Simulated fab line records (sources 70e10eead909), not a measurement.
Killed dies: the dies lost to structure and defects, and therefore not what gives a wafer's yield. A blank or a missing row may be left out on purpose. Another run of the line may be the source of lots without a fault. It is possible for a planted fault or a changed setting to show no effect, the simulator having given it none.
Which tool is to blame? + flow nandHarc + Sampling: 24 lots, 72 wafers, 3 of 1302 route steps

WHAT EACH GAUGE READ, for each wafer
NHARC_P_M2_THK_MEAS_24: measures by xrf. Usual: thkNm at 144.6 nm, with a standard deviation of 1.5.
| lot  | measured     | on           | thkNm (nm)        | flag |
|------|--------------|--------------|-------------------|------|
| L074 | day 6 13:08  | filmMetro-02 | 143.4 146.6 143.4 |      |
| L075 | day 7 02:28  | filmMetro-01 | 143.1 141.9 142.1 |      |
| L076 | day 7 06:20  | filmMetro-02 | 145.2 142.5 145.8 |      |
| L077 | day 7 17:40  | filmMetro-02 | 147.7 144.3 147.0 |      |
| L078 | day 8 09:14  | filmMetro-02 | 142.0 145.3 145.0 |      |
| L079 | day 8 12:16  | filmMetro-02 | 144.8 145.3 144.8 |      |
| L080 | day 9 07:59  | filmMetro-02 | 144.9 146.2 143.9 |      |
| L081 | day 9 08:08  | filmMetro-01 | 144.4 145.4 146.0 |      |
| L082 | day 10 02:36 | filmMetro-01 | 144.8 144.6 148.2 |      |
| L083 | day 10 10:13 | filmMetro-02 | 145.3 145.8 141.6 |      |
| L084 | day 10 23:15 | filmMetro-01 | 143.8 143.7 144.0 |      |
| L085 | day 11 04:38 | filmMetro-02 | 146.0 145.1 145.6 |      |
| L086 | day 11 05:34 | filmMetro-01 | 142.5 144.0 147.3 |      |
| L087 | day 11 20:26 | filmMetro-01 | 145.2 148.4 143.8 |      |
| L089 | day 12 21:24 | filmMetro-01 | 146.1 145.6 142.3 |      |
| L088 | day 12 22:20 | filmMetro-02 | 144.4 142.6 146.0 |      |
| L090 | day 13 11:47 | filmMetro-01 | 145.4 145.3 145.5 |      |
| L091 | day 13 23:17 | filmMetro-02 | 144.3 143.6 143.6 |      |
| L092 | day 14 00:08 | filmMetro-01 | 143.7 145.6 144.8 |      |
| L093 | day 14 10:40 | filmMetro-01 | 145.3 145.6 145.6 |      |
| L094 | day 14 16:01 | filmMetro-02 | 142.6 145.2 141.9 |      |
| L095 | day 15 04:32 | filmMetro-01 | 142.7 143.4 143.7 |      |
| L096 | day 15 19:46 | filmMetro-02 | 142.7 142.2 145.5 |      |
| L097 | day 15 22:33 | filmMetro-02 | 145.8 145.9 146.6 |      |

NHARC_P_BONDPAD_CD_MEAS_09: the cd target is 500 nm. Usual: cdNm at 498.7 nm, with a standard deviation of 2.6.
| lot  | measured     | on       | cdNm (nm)         | flag |
|------|--------------|----------|-------------------|------|
| L074 | day 6 15:04  | cdSem-02 | 500.0 503.7 500.6 |      |
| L075 | day 7 04:25  | cdSem-03 | 497.6 498.4 496.3 |      |
| L076 | day 7 08:16  | cdSem-03 | 497.0 499.4 497.8 |      |
| L077 | day 7 19:37  | cdSem-01 | 498.9 499.3 502.1 |      |
| L078 | day 8 11:10  | cdSem-03 | 500.8 501.3 500.1 |      |
| L079 | day 8 14:05  | cdSem-03 | 495.8 494.4 496.3 |      |
| L080 | day 9 09:54  | cdSem-02 | 497.6 497.1 495.3 |      |
| L081 | day 9 10:04  | cdSem-01 | 501.9 502.3 503.2 |      |
| L082 | day 10 04:32 | cdSem-03 | 502.0 496.5 498.1 |      |
| L083 | day 10 12:11 | cdSem-02 | 495.7 498.2 497.7 |      |
| L084 | day 11 01:07 | cdSem-03 | 499.6 501.3 497.8 |      |
| L085 | day 11 06:36 | cdSem-01 | 497.9 497.5 496.9 |      |
| L086 | day 11 07:32 | cdSem-01 | 495.4 494.6 494.1 |      |
| L087 | day 11 22:22 | cdSem-03 | 503.1 503.7 504.6 |      |
| L089 | day 12 23:21 | cdSem-01 | 494.9 494.9 498.2 |      |
| L088 | day 13 00:17 | cdSem-03 | 500.7 500.2 500.7 |      |
| L090 | day 13 13:36 | cdSem-03 | 503.7 500.5 502.8 |      |
| L091 | day 14 01:13 | cdSem-03 | 498.3 494.9 499.0 |      |
| L092 | day 14 02:04 | cdSem-02 | 496.5 499.3 501.7 |      |
| L093 | day 14 12:41 | cdSem-01 | 501.5 500.8 501.7 |      |
| L094 | day 14 17:48 | cdSem-01 | 499.0 498.3 498.4 |      |
| L095 | day 15 06:28 | cdSem-01 | 498.1 499.1 496.1 |      |
| L096 | day 15 21:42 | cdSem-02 | 498.3 496.1 495.7 |      |
| L097 | day 16 00:22 | cdSem-01 | 495.1 496.2 496.0 |      |

WHAT TOOL EACH LOT RAN ON (gives the tool, then ch and the chambers of the sampled wafers, and finally the start)
| lot  | NHARC_P_M2_ANNEAL_31            |
|------|---------------------------------|
| L074 | rtpAnneal-02 ch 0, day 6 12:28  |
| L075 | rtpAnneal-01 ch 0, day 7 01:52  |
| L076 | rtpAnneal-02 ch 0, day 7 05:40  |
| L077 | rtpAnneal-02 ch 0, day 7 17:10  |
| L078 | rtpAnneal-02 ch 0, day 8 08:41  |
| L079 | rtpAnneal-02 ch 0, day 8 11:39  |
| L080 | rtpAnneal-01 ch 0, day 9 07:28  |
| L081 | rtpAnneal-02 ch 0, day 9 07:31  |
| L082 | rtpAnneal-01 ch 0, day 10 01:56 |
| L083 | rtpAnneal-01 ch 0, day 10 09:34 |
| L084 | rtpAnneal-01 ch 0, day 10 22:38 |
| L085 | rtpAnneal-02 ch 0, day 11 03:59 |
| L086 | rtpAnneal-02 ch 0, day 11 04:54 |
| L087 | rtpAnneal-01 ch 0, day 11 19:47 |
| L089 | rtpAnneal-02 ch 0, day 12 20:46 |
| L088 | rtpAnneal-01 ch 0, day 12 21:41 |
| L090 | rtpAnneal-02 ch 0, day 13 11:08 |
| L091 | rtpAnneal-01 ch 0, day 13 22:37 |
| L092 | rtpAnneal-02 ch 0, day 13 23:28 |
| L093 | rtpAnneal-01 ch 0, day 14 10:00 |
| L094 | rtpAnneal-01 ch 0, day 14 15:22 |
| L095 | rtpAnneal-01 ch 0, day 15 03:59 |
| L096 | rtpAnneal-02 ch 0, day 15 19:07 |
| L097 | rtpAnneal-02 ch 0, day 15 21:56 |
- NHARC_P_M2_ANNEAL_31: time 90 s.

WHAT THE TOOLS THEMSELVES READ (means of the sampled wafers that have a number; where no wafer has one, the mark that the record gives instead)
NHARC_P_M2_ANNEAL_31. Usual: annealTempCMax 225.93, standard deviation 0.2; wafer_temp_C_max 226.1, standard deviation 0.5.
| lot  | tool         | annealTempCMax | wafer_temp_C_max | flag |
|------|--------------|----------------|------------------|------|
| L074 | rtpAnneal-02 | 225.61         | 226.4            |      |
| L075 | rtpAnneal-01 | 226.10         | 225.6            |      |
| L076 | rtpAnneal-02 | 225.98         | 226.7            |      |
| L077 | rtpAnneal-02 | 225.93         | 226.3            |      |
| L078 | rtpAnneal-02 | 225.96         | 226.5            |      |
| L079 | rtpAnneal-02 | 225.85         | 226.7            |      |
| L080 | rtpAnneal-01 | 225.78         | 225.7            |      |
| L081 | rtpAnneal-02 | 226.03         | 226.5            |      |
| L082 | rtpAnneal-01 | 226.24         | 225.7            |      |
| L083 | rtpAnneal-01 | 225.86         | 225.6            |      |
| L084 | rtpAnneal-01 | 225.90         | 225.6            |      |
| L085 | rtpAnneal-02 | 225.85         | 226.3            |      |
| L086 | rtpAnneal-02 | 225.87         | 226.6            |      |
| L087 | rtpAnneal-01 | 225.86         | 225.6            |      |
| L089 | rtpAnneal-02 | 225.96         | 226.5            |      |
| L088 | rtpAnneal-01 | 225.94         | 225.6            |      |
| L090 | rtpAnneal-02 | 225.97         | 226.9            |      |
| L091 | rtpAnneal-01 | 226.16         | 225.8            |      |
| L092 | rtpAnneal-02 | 226.05         | 226.7            |      |
| L093 | rtpAnneal-01 | 226.02         | 225.6            |      |
| L094 | rtpAnneal-01 | 225.96         | 225.7            |      |
| L095 | rtpAnneal-01 | 225.89         | 225.7            |      |
| L096 | rtpAnneal-02 | 225.96         | 226.6            |      |
| L097 | rtpAnneal-02 | 225.92         | 226.7            |      |

THE ANSWER, worked out from the rows above alone
Rule: lot off if the mean of its wafers having a number is beyond 3 standard deviations from the usual mean. A lot without any number at a reading at which 4 lots or more have one is off too. Any other lot the step has rows for is counted as sound. The gauges are gone through in route order, then the tools' own readings, and for those a lot's mean is taken as printed above. At the first step where some lot is off, the reading lying furthest off is the one used; lots without a number count as furthest.
Nothing can be told from this: no lot is off at any reading shown.

WHAT THE SIMULATOR PUT IN
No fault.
